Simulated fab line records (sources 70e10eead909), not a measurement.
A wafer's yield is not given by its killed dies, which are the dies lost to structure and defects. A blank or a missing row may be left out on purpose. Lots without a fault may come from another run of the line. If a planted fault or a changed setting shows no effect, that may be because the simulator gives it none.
fab line records ; flow nand-harc
record lots=12; wafers=36; last-day=30
route steps=1302 shown P_GATE@151 END@1302
lots with no fault: from the same line, run without faults
start-h: hours from the record's opening day to when the first of the lot's shown wafers began ; wait-h: hours from the lot's prior step to this one ; " identical to the entry in the row above ; L1.1+2: several wafers, shown together as one row ; - no value, or no start given ; * or withheld: withheld ; < > ~ a bound
route shown NAME@n: a module of which the file shows steps, and the number in the route of the first ; usual: mean/standard deviation of fault-free wafers ; same: alike in all rows ; chamber/n: place in a boat ; sites: per-site readings ; _std_site: standard deviation across them ; _edge_site: inner sites' mean taken away from outer sites' mean ; radius-mm: how far each site lies from the wafer's centre ; mask NAME#n: copy n ; behind: the last tool/chamber to shape the wafer ; hold: the reason the lot was held/the length of the hold in hours/how it ended ; device: which transistor (n, p or np) failed to switch ; end of line: the tests these same wafers got at the end of their route ; a step with no rows: only its recipe ; killed: dies lost to structure and defects at the first sort, not the wafer's yield ; map: a wafer's dies, marking killed ones x, the rest . and places with no die _
set.NAME: the setting that was run; set.NAME@STEP: the one run at that earlier step ; model.NAME: the simulator's own value behind a step, which no gauge read
steps of the route over a sample of lots; a table a step, a row a wafer
services: a tool's chamber out of use, with start hour (start-h, from the record's first day; less than 0 if before it), hours out, and reason
## steps
# step NHARC_P_GATE_CD_MEAS_33
# usual cd-nm=120.6/2.5
lot.wafer;tool;chamber;start-h;wait-h;cd-nm
L528.1;cd-sem-01;-;105.45;0.2;123.7
L528.5;cd-sem-01;-;105.45;0.2;120.5
L528.6;cd-sem-01;-;105.45;0.2;118.9
L529.2;cd-sem-02;-;118.23;-;122.2
L529.3;cd-sem-02;-;118.23;-;121.0
L529.4;cd-sem-02;-;118.23;-;123.2
L531.1;cd-sem-03;-;134.66;-;117.5
L531.3;cd-sem-03;-;134.66;-;119.7
L531.5;cd-sem-03;-;134.66;-;121.3
L532.3;cd-sem-01;-;145.23;-;122.5
L532.5;cd-sem-01;-;145.23;-;122.9
L532.6;cd-sem-01;-;145.23;-;119.0
L533.4;cd-sem-02;-;161.38;-;117.5
L533.5;cd-sem-02;-;161.38;-;119.6
L533.6;cd-sem-02;-;161.38;-;117.4
L534.1;cd-sem-03;-;168.72;-;116.6
L534.2;cd-sem-03;-;168.72;-;115.0
L534.3;cd-sem-03;-;168.72;-;115.7
L535.3;cd-sem-03;-;176.87;0.2;121.8
L535.4;cd-sem-03;-;176.87;0.2;118.0
L535.5;cd-sem-03;-;176.87;0.2;119.9
L536.1;cd-sem-02;-;191.94;-;119.1
L536.4;cd-sem-02;-;191.94;-;117.6
L536.6;cd-sem-02;-;191.94;-;118.1
L537.2;cd-sem-01;-;199.51;-;119.7
L537.3;cd-sem-01;-;199.51;-;118.7
L537.6;cd-sem-01;-;199.51;-;123.4
L539.1;cd-sem-03;-;212.78;-;120.4
L539.4;cd-sem-03;-;212.78;-;120.7
L539.6;cd-sem-03;-;212.78;-;123.0
L540.2;cd-sem-01;-;225.21;-;121.9
L540.4;cd-sem-01;-;225.21;-;122.5
L540.5;cd-sem-01;-;225.21;-;122.3
L542.3;cd-sem-02;-;251.19;-;120.3
L542.4;cd-sem-02;-;251.19;-;122.7
L542.5;cd-sem-02;-;251.19;-;120.7
# step NHARC_P_GATE_ETCHBACK_37
# recipe target-depth-a=345; time-s=17.2; chf3-flow-sccm=50; o2-flow-sccm=10; ar-flow-sccm=200; rf-w=500; bias-w=200; chemistry=CHF3/O2
# usual drypump-motor-current-A=5.9/0.52; oes-product-au=0.934/0.026; rf-vpp-V=370.7/2; showerhead-plenum-p-Torr=2.41/0.088; throttle-valve-pct=20.573/0.009
lot.wafer;tool;chamber;start-h;wait-h;drypump-motor-current-A;oes-product-au;rf-hours-counter-h;rf-vpp-V;showerhead-plenum-p-Torr;throttle-valve-pct
L528.1;rie-diel-09;2;-;-;6.2;1.004;10;372.2;2.44;20.584
L528.5;rie-diel-09;1;-;-;6.1;0.995;-;369.7;2.47;20.571
L528.6;rie-diel-09;2;-;-;6.1;1.001;-;372.3;2.44;20.568
L529.4;rie-diel-09;2;-;-;6.2;0.927;10;371.5;2.44;20.574
L529.2;rie-diel-09;3;-;-;6.3;0.921;10;369.6;2.33;20.567
L529.3;rie-diel-09;0;-;-;6.4;0.924;9;367.9;2.31;20.572
L531.1;rie-diel-13;2;-;-;5.5;0.915;7;371.9;2.50;20.571
L531.3;rie-diel-13;1;-;-;5.5;0.935;5;371.8;2.50;20.579
L531.5;rie-diel-13;3;-;-;5.1;0.927;-;371.0;2.48;20.577
L532.3;rie-diel-13;0;-;-;6.2;0.943;6;369.4;2.34;20.564
L532.5;rie-diel-13;1;-;-;5.5;0.931;-;372.1;2.50;20.578
L532.6;rie-diel-13;2;-;-;5.5;0.926;-;372.5;2.50;20.585
L533.4;rie-diel-02;3;-;-;5.5;0.913;10;368.5;2.29;20.565
L533.6;rie-diel-02;0;-;-;6.6;0.907;-;368.5;2.31;20.567
L533.5;rie-diel-02;1;-;-;5.0;0.926;-;367.3;2.34;20.599
L534.3;rie-diel-09;3;-;-;6.3;0.912;1;369.1;2.33;20.575
L534.1;rie-diel-09;0;-;-;6.3;0.920;2;369.1;2.30;20.573
L534.2;rie-diel-09;1;-;-;6.2;0.923;2;371.7;2.47;20.570
L535.4;rie-diel-09;2;-;-;6.2;0.926;2;370.6;2.44;20.573
L535.3;rie-diel-09;0;-;-;6.4;0.912;2;370.1;2.30;20.574
L535.5;rie-diel-09;3;-;-;6.3;0.911;-;369.5;2.33;20.589
L536.1;rie-diel-02;1;-;-;4.9;0.914;13;368.0;2.34;20.564
L536.4;rie-diel-02;3;-;-;5.5;0.916;13;367.3;2.29;20.583
L536.6;rie-diel-02;0;-;-;6.6;0.913;-;368.0;2.31;20.578
L537.3;rie-diel-02;2;-;-;6.2;0.992;13;373.6;2.56;20.574
L537.2;rie-diel-02;3;-;-;5.5;0.979;13;367.9;2.29;20.572
L537.6;rie-diel-02;1;-;-;4.9;0.982;-;367.8;2.34;20.577
L539.4;rie-diel-09;0;-;-;6.4;0.939;6;369.0;2.30;20.576
L539.1;rie-diel-09;2;-;-;6.1;0.942;4;370.6;2.44;20.582
L539.6;rie-diel-09;1;-;-;6.1;0.942;-;371.7;2.47;20.575
L540.2;rie-diel-02;0;-;-;6.6;0.982;0;368.1;2.31;20.573
L540.4;rie-diel-02;1;-;-;4.9;0.995;0;368.6;2.34;20.562
L540.5;rie-diel-02;0;-;-;6.6;0.980;-;369.5;2.31;20.578
L542.4;rie-diel-02;1;-;-;4.9;0.937;2;369.1;2.34;20.565
L542.3;rie-diel-02;2;-;-;6.2;0.927;1;374.1;2.56;20.567
L542.5;rie-diel-02;1;-;-;4.9;0.928;-;370.6;2.34;20.570
# step NHARC_P_GATE_EXPOSE_43
# recipe na=0.6; target-cd-nm=720; dose-mj=14.81; mask-id=P_NSD
# usual exposure-dose-mJ-cm2=14.811/0.014
# same na=0.6
lot.wafer;tool;chamber;start-h;wait-h;mask;exposure-dose-mJ-cm2
L528.1;krf-scanner-03;0;116.22;-;P_NSD#0;14.829
L528.5;krf-scanner-03;0;116.22;-;P_NSD#0;14.814
L528.6;krf-scanner-03;0;116.22;-;P_NSD#0;14.807
L529.2;krf-scanner-03;0;129.03;-;P_NSD#0;14.830
L529.3;krf-scanner-03;0;129.03;-;P_NSD#0;14.818
L529.4;krf-scanner-03;0;129.03;-;P_NSD#0;14.797
L531.1;krf-scanner-01;0;145.42;-;P_NSD#0;14.807
L531.3;krf-scanner-01;0;145.42;-;P_NSD#0;14.800
L531.5;krf-scanner-01;0;145.42;-;P_NSD#0;14.808
L532.3;krf-scanner-01;0;155.90;-;P_NSD#0;14.801
L532.5;krf-scanner-01;0;155.90;-;P_NSD#0;14.793
L532.6;krf-scanner-01;0;155.90;-;P_NSD#0;14.775
L533.4;krf-scanner-01;0;172.15;-;P_NSD#0;14.822
L533.5;krf-scanner-01;0;172.15;-;P_NSD#0;14.802
L533.6;krf-scanner-01;0;172.15;-;P_NSD#0;14.815
L534.1;krf-scanner-04;0;179.54;-;P_NSD#0;14.798
L534.2;krf-scanner-04;0;179.54;-;P_NSD#0;14.790
L534.3;krf-scanner-04;0;179.54;-;P_NSD#0;14.797
L535.3;krf-scanner-01;0;187.74;-;P_NSD#0;14.837
L535.4;krf-scanner-01;0;187.74;-;P_NSD#0;14.832
L535.5;krf-scanner-01;0;187.74;-;P_NSD#0;14.831
L536.1;krf-scanner-03;0;202.73;-;P_NSD#0;14.833
L536.4;krf-scanner-03;0;202.73;-;P_NSD#0;14.795
L536.6;krf-scanner-03;0;202.73;-;P_NSD#0;14.804
L537.2;krf-scanner-01;0;210.39;-;P_NSD#0;14.818
L537.3;krf-scanner-01;0;210.39;-;P_NSD#0;14.804
L537.6;krf-scanner-01;0;210.39;-;P_NSD#0;14.829
L539.1;krf-scanner-01;0;223.54;-;P_NSD#0;14.820
L539.4;krf-scanner-01;0;223.54;-;P_NSD#0;14.818
L539.6;krf-scanner-01;0;223.54;-;P_NSD#0;14.817
L540.2;krf-scanner-04;0;236.08;-;P_NSD#0;14.825
L540.4;krf-scanner-04;0;236.08;-;P_NSD#0;14.792
L540.5;krf-scanner-04;0;236.08;-;P_NSD#0;14.796
L542.3;krf-scanner-03;0;261.86;-;P_HVPW#0;14.825
L542.4;krf-scanner-03;0;261.86;-;P_HVPW#0;14.823
L542.5;krf-scanner-03;0;261.86;-;P_HVPW#0;14.813
# step NHARC_P_GATE_CD_MEAS_46
# recipe target-cd-nm=720; landing-energy-ev=500
# usual cd-nm=719.4/1.5
lot.wafer;tool;chamber;start-h;wait-h;cd-nm
L528.1;cd-sem-02;0;116.38;-;718.8
L528.5;cd-sem-02;0;116.38;-;718.1
L528.6;cd-sem-02;0;116.38;-;720.7
L529.2;cd-sem-02;0;129.19;-;723.3
L529.3;cd-sem-02;0;129.19;-;722.6
L529.4;cd-sem-02;0;129.19;-;719.9
L531.1;cd-sem-03;0;145.57;-;717.7
L531.3;cd-sem-03;0;145.57;-;718.9
L531.5;cd-sem-03;0;145.57;-;719.6
L532.3;cd-sem-02;0;156.06;-;720.3
L532.5;cd-sem-02;0;156.06;-;719.8
L532.6;cd-sem-02;0;156.06;-;719.7
L533.4;cd-sem-02;0;172.30;-;719.4
L533.5;cd-sem-02;0;172.30;-;719.2
L533.6;cd-sem-02;0;172.30;-;721.2
L534.1;cd-sem-01;0;179.70;-;717.1
L534.2;cd-sem-01;0;179.70;-;718.0
L534.3;cd-sem-01;0;179.70;-;720.7
L535.3;cd-sem-01;0;187.89;-;718.2
L535.4;cd-sem-01;0;187.89;-;719.6
L535.5;cd-sem-01;0;187.89;-;720.2
L536.1;cd-sem-03;0;202.88;-;717.8
L536.4;cd-sem-03;0;202.88;-;719.3
L536.6;cd-sem-03;0;202.88;-;716.0
L537.2;cd-sem-02;0;210.54;-;718.1
L537.3;cd-sem-02;0;210.54;-;720.5
L537.6;cd-sem-02;0;210.54;-;721.3
L539.1;cd-sem-01;0;223.69;-;720.6
L539.4;cd-sem-01;0;223.69;-;718.0
L539.6;cd-sem-01;0;223.69;-;722.2
L540.2;cd-sem-02;0;236.23;-;721.5
L540.4;cd-sem-02;0;236.23;-;719.7
L540.5;cd-sem-02;0;236.23;-;720.6
L542.3;cd-sem-02;0;262.01;-;-
L542.4;cd-sem-02;0;262.01;-;-
L542.5;cd-sem-02;0;262.01;-;-
# step NHARC_P_GATE_STRIP_112
# recipe power-w=1500; temp-c=110; time-s=200; chemistry=N2/H2
# usual drypump-motor-current-A=6.22/0.22; heater-power-w=91/9.1
lot.wafer;tool;chamber;start-h;wait-h;drypump-motor-current-A;heater-power-w;rf-hours-counter-h
L528.1;plasma-asher-01;1;118.70;0.2;6.16;83;25
L528.5;plasma-asher-01;0;118.70;0.2;5.87;84;-
L528.6;plasma-asher-01;1;118.70;0.2;6.15;82;-
L529.2;plasma-asher-02;1;131.50;0.2;6.49;101;11
L529.3;plasma-asher-02;1;131.50;0.2;6.47;101;-
L529.4;plasma-asher-02;0;131.50;0.2;6.29;102;-
L531.1;plasma-asher-02;1;147.78;0.2;6.46;103;15
L531.3;plasma-asher-02;1;147.78;0.2;6.49;104;-
L531.5;plasma-asher-02;1;147.78;0.2;6.46;102;-
L532.3;plasma-asher-01;0;158.50;0.2;5.86;84;-
L532.6;plasma-asher-01;0;158.50;0.2;5.86;83;-
L532.5;plasma-asher-01;1;158.50;0.2;6.15;84;-
L533.4;plasma-asher-01;1;174.69;0.2;6.16;78;-
L533.5;plasma-asher-01;0;174.69;0.2;5.87;84;-
L533.6;plasma-asher-01;1;174.69;0.2;6.18;80;-
L534.2;plasma-asher-02;1;182.05;0.2;6.45;102;23
L534.1;plasma-asher-02;0;182.05;0.2;6.31;99;23
L534.3;plasma-asher-02;1;182.05;0.2;6.43;103;-
L535.4;plasma-asher-02;1;190.26;0.2;6.47;102;-
L535.3;plasma-asher-02;0;190.26;0.2;6.32;99;-
L535.5;plasma-asher-02;0;190.26;0.2;6.30;97;-
L536.1;plasma-asher-02;1;205.17;0.2;6.43;100;28
L536.4;plasma-asher-02;0;205.17;0.2;6.30;98;-
L536.6;plasma-asher-02;0;205.17;0.2;6.28;97;-
L537.2;plasma-asher-01;1;212.87;0.2;6.16;79;7
L537.3;plasma-asher-01;1;212.87;0.2;6.16;79;-
L537.6;plasma-asher-01;1;212.87;0.2;6.15;79;-
L539.1;plasma-asher-02;1;225.98;0.2;6.48;102;33
L539.4;plasma-asher-02;0;225.98;0.2;6.30;99;-
L539.6;plasma-asher-02;1;225.98;0.2;6.48;102;-
L540.2;plasma-asher-02;1;238.55;0.2;6.44;101;34
L540.4;plasma-asher-02;0;238.55;0.2;6.31;98;-
L540.5;plasma-asher-02;1;238.55;0.2;6.47;102;-
L542.4;plasma-asher-02;1;264.38;0.2;6.47;96;-
L542.3;plasma-asher-02;0;264.38;0.2;6.31;98;-
L542.5;plasma-asher-02;1;264.38;0.2;6.48;97;-
# step NHARC_END_SORT_01
# recipe temp-c=25
# usual killed-at-array=62/15; killed-at-other=0.8/1; killed-at-periphery=3.7/2.6; killed-dies=66/15; killed-open=3.1/1.8; killed-short=2.6/1.7
# same gross-dies=677
lot.wafer;tool;chamber;start-h;wait-h;killed-at-array;killed-at-other;killed-at-periphery;killed-dies;killed-open;killed-short
L536.1;prober-01;0;655.26;2.5;56;0;0;56;1;5
L536.4;prober-01;0;657.64;3.4;64;0;3;67;7;2
L536.6;prober-01;0;659.23;4.0;60;0;2;62;3;2
L540.2;prober-02;0;675.39;2.8;78;0;12;90;5;1
L540.5;prober-02;0;677.77;3.7;96;0;5;101;2;2
L542.3;prober-01;0;715.44;3.1;36;3;638;677;0;1
L542.4;prober-01;0;716.24;3.4;59;4;614;677;0;3
L542.5;prober-01;0;717.03;3.7;43;3;631;677;4;3
# killed by level:class
L536.1 A_CHANNEL_HOLE_D1:chamber-film-flake=26 A_CHANNEL_HOLE_D2:chamber-film-flake=13 A_CONTACT:chamber-film-flake=6 A_M0:chamber-film-flake=3 A_CHANNEL_FILL_D1:geometric-particle:short=2 A_STAIRCASE:geometric-particle:open=1 A_WL_FILL:geometric-particle:short=1 A_CONTACT:geometric-particle:short=1
L536.4 A_CHANNEL_HOLE_D1:chamber-film-flake=33 A_CHANNEL_HOLE_D2:chamber-film-flake=12 A_CONTACT:chamber-film-flake=8 A_M0:chamber-film-flake=3 A_CHANNEL_HOLE_D1:geometric-particle:open=2 A_CHANNEL_FILL_D2:geometric-particle:open=2 P_M0:geometric-particle:open=1 P_M1:geometric-particle:open=1
L536.6 A_CHANNEL_HOLE_D1:chamber-film-flake=26 A_CHANNEL_HOLE_D2:chamber-film-flake=16 A_M0:chamber-film-flake=5 A_CONTACT:chamber-film-flake=4 A_CHANNEL_FILL_D2:chamber-film-flake=3 A_WL_FILL:chamber-film-flake=2 P_CONTACT:geometric-particle:open=1 A_SOURCE_PLATE:geometric-particle:open=1
L540.2 A_SLIT:chamber-film-flake=32 A_CHANNEL_HOLE_D1:chamber-film-flake=29 A_CHANNEL_HOLE_D2:chamber-film-flake=11 P_M2:chamber-film-flake=4 P_M0:geometric-particle:open=3 A_DECK1_JOINT:chamber-film-flake=3 P_GATE:chamber-film-flake=2 P_GATE:geometric-particle:open=1
L540.5 A_CHANNEL_HOLE_D1:chamber-film-flake=35 A_SLIT:chamber-film-flake=34 A_CHANNEL_HOLE_D2:chamber-film-flake=23 P_M2:chamber-film-flake=2 P_CONTACT:geometric-particle:open=1 A_CHANNEL_HOLE_D1:geometric-particle:short=1 A_DECK1_JOINT:geometric-particle:short=1 A_CHANNEL_FILL_D2:geometric-particle:open=1
L542.3 P_GATE:area-expose=637 A_CHANNEL_HOLE_D1:chamber-film-flake=23 A_STAIRCASE:chamber-film-flake=3 A_SLIT:chamber-film-flake=3 A_CONTACT:chamber-film-flake=3 THIN_TSV:chamber-film-flake=3 A_WL_FILL:geometric-particle:short=1 P_GATE:chamber-film-flake=1
L542.4 P_GATE:area-expose=613 A_CHANNEL_HOLE_D1:chamber-film-flake=37 A_CHANNEL_FILL_D2:chamber-film-flake=5 A_BLC:chamber-film-flake=4 THIN_TSV:chamber-film-flake=4 A_STAIRCASE:chamber-film-flake=3 A_CONTACT:chamber-film-flake=3 A_WL_FILL:geometric-particle:short=2
L542.5 P_GATE:area-expose=628 A_CHANNEL_HOLE_D1:chamber-film-flake=23 A_STAIRCASE:chamber-film-flake=7 A_SLIT:chamber-film-flake=3 THIN_TSV:chamber-film-flake=3 A_DECK1_JOINT:chamber-film-flake=2 P_ZERO_WELL:geometric-particle:open=1 A_ONON_D1:geometric-particle:open=1
## services
tool;chamber;start-h;hours;kind
rie-diel-13;3;121.84;8.2;repair
krf-scanner-01;-;140.00;4.0;pm
krf-scanner-04;-;142.08;0.6;repair
rie-diel-09;-;143.10;9.0;pm
krf-scanner-04;-;156.57;0.7;repair
plasma-asher-01;-;165.00;9.0;pm
rie-diel-13;-;165.00;9.0;pm
krf-scanner-01;-;165.13;0.3;repair
krf-scanner-03;-;171.38;2.0;repair
rie-diel-02;2;176.32;5.1;repair
krf-scanner-04;-;182.00;4.0;pm
krf-scanner-01;-;190.88;0.3;repair
krf-scanner-04;-;191.32;0.4;repair
rie-diel-02;-;216.79;9.0;pm
krf-scanner-03;-;224.00;4.0;pm
rie-diel-09;1;225.27;7.2;repair
rie-diel-02;-;245.40;0.6;repair
rie-diel-09;2;248.53;4.6;repair
rie-diel-13;0;251.41;1.9;repair
plasma-asher-02;-;252.29;9.0;pm
plasma-asher-02;0;252.29;9.0;vent-cycle
plasma-asher-02;1;252.29;9.0;vent-cycle
plasma-asher-02;0;261.29;-;clean
plasma-asher-01;-;261.53;0.6;repair
## key
first-sign step=NHARC_P_GATE_EXPOSE_43; reading=mask; direction=changed
effect step=NHARC_P_GATE_CD_MEAS_46; reading=cd-nm; direction=missing
effect step=NHARC_END_SORT_01; reading=killed-at-periphery; direction=up; sigmas=99+; usual=3.7; struck=627.7
more-kills-born-at NHARC_P_GATE_EXPOSE_43@krf-scanner-03=1878
met-at NHARC_P_GATE_EXPOSE_43
struck-lots L542
later-rows-left-out L542.3,L542.4,L542.5
tester-left-out L542
not-acting-at NHARC_P_GATE_CD_MEAS_33,NHARC_P_GATE_ETCHBACK_37,NHARC_P_GATE_STRIP_112
onset-between 202.73 261.86
fault kind=wrong-mask; tool=any; chamber=-; onset-h=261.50; steps=NHARC_P_GATE_EXPOSE_43; aux-copy=P_HVPW#0; scope=struck-lots-only
# tester-left-out: of these lots the tester's yield and bins aren't shown, on N5 and GAA mostly nor the transistor test; their killed dies are dies lost to structure and defects alone, not to doping, threshold or leakage, so they don't give the yield
# later-rows-left-out: the simulator's readings of these wafers behind a module that went badly wrong aren't trusted and aren't shown, but for the sort
